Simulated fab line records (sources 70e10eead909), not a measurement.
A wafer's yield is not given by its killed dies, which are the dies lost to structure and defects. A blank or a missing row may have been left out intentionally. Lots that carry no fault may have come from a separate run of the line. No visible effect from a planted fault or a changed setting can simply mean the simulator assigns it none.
Comparing a struck lot with a sound one    flow nand_harc    15 out of 1159 route steps
Sound: wafers L636.2, L636.4, L636.6. Wafers L644.2, L644.4, L644.5 were the ones struck. The cause comes at the end.
Each step with rows lists, per side, the tool, then ch with its chambers, then its first start. Under that, the readings that differ: sound wafers    struck wafers    difference of the means    sigmas: that difference in standard deviations of wafers without a fault.
alike: same words and numbers on both sides, and readings whose means sit less than 2 such deviations apart. not compared: any withheld reading, any reading some wafer has no value for, any bound like >300 that may hide the same value, and any number with overlapping values for which the record gives no deviation.
Wherever a step has rows on one side only, a row that says differs or no value, or a row with sigmas, the two part there. Numbers that have no deviation but don't overlap get no sigmas and don't part them. Lack of a reading on every wafer of one side parts them only where that side has two or more wafers.

first, 4 steps without rows for these wafers: NHARC_P_BONDPAD_EBR_05; NHARC_P_BONDPAD_EXPOSE_06 (exposes mask P BPAD); NHARC_P_BONDPAD_PEB_07 (peb time 80 s); NHARC_P_BONDPAD_DEVELOP_08 (time 50 s).
NHARC_P_BONDPAD_CD_MEAS_09: the cd target is 500 nm.
  sound on cd_sem-01 ch 0, day 7 08:14; struck on cd_sem-03 ch 0, day 9 20:25
  alike: cd_nm
NHARC_P_BONDPAD_OVL_MEAS_38:
  sound: overlay-01 at day 7 08:20; struck: overlay-02 at day 9 20:30
  alike: overlay_x_nm, overlay_y_nm
then, 1 step without rows for these wafers: NHARC_P_BONDPAD_HARDBAKE_10 (time 65 s).
NHARC_P_BONDPAD_DESCUM_11: chemistry O2, time 3 s.
  sound on rie_diel-10 ch 0,3, day 7 08:28; struck on rie_diel-08 ch 1,2, day 9 20:37
  alike: drypump_motor_current_A, oes_product_au, rf_vpp_V, showerhead_plenum_p_Torr, throttle_valve_pct
  not compared: rf_hours_counter_h
NHARC_P_BONDPAD_ETCH_37: etches the open film in N2/H2, target depth 60 nm, overetch 18 nm, time 65.91 s.
  sound on rie_diel-10 ch 1,3, day 7 08:32; struck on rie_diel-08 ch 0,2,3, day 9 20:43
  alike: bias_w, chamber_pressure_mTorr, drypump_motor_current_A, n2_flow_sccm, oes_product_au, rf_vpp_V, showerhead_plenum_p_Torr, throttle_valve_pct
  not compared: rf_hours_counter_h
NHARC_P_BONDPAD_ETCH_12: etches the open film in CHF3/O2, target depth 200 nm, time 100 s.
  sound: rie_diel-10 ch 1,2,3; struck: rie_diel-08 ch 1,2,3
  alike: bias_w, chamber_pressure_mTorr, drypump_motor_current_A, oes_product_au, rf_vpp_V, showerhead_plenum_p_Torr, throttle_valve_pct
  not compared: rf_hours_counter_h
NHARC_P_BONDPAD_CD_MEAS_13:
  sound: cd_sem-03 at day 7 08:46; struck: cd_sem-02 at day 9 20:56
  alike: cd_nm
NHARC_P_BONDPAD_STRIP_15: strips in O2.
  sound on rie_diel-11 ch 0,2,3, day 7 08:53; struck on rie_diel-08 ch 0,1,2, day 9 21:02
  alike: drypump_motor_current_A, oes_product_au, rf_vpp_V, showerhead_plenum_p_Torr, throttle_valve_pct
  not compared: rf_hours_counter_h
NHARC_P_BONDPAD_ETCH_24: etches the open film in CF4/N2, target depth 30 nm, time 72.99 s.
  sound on rie_diel-11 ch 2,3, day 7 09:02; struck on rie_diel-08 ch 0,2,3, day 9 21:11
  no value came back on the struck wafers for any of 8 readings (bias_w (W), cf4_flow_sccm (sccm) and others); on the sound wafers bias_w (W) reads 100.0 100.5 100.4
  not compared: rf_hours_counter_h
then, 1 step without rows for these wafers: NHARC_P_BONDPAD_STRIP_16 (strips in post etch residue remover, time 600 s).
-- record jumps: 13 days between struck wafers' starts before vs after; left off in module P_BONDPAD, resumes in module END, first step shown is number 1159 of the route --
NHARC_END_SORT_01:
  only the struck wafers appear in the record here, on prober-01 ch 0 at day 23 02:42; the sound ones have no rows

== WHERE THEY PART ==
First at NHARC_P_BONDPAD_ETCH_24; last, within this record, at NHARC_END_SORT_01.

WHY: what had been put in by the simulator
Skipped step whole: rie_diel-08, from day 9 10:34 on, at NHARC_P_BONDPAD_ETCH_24. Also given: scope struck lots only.
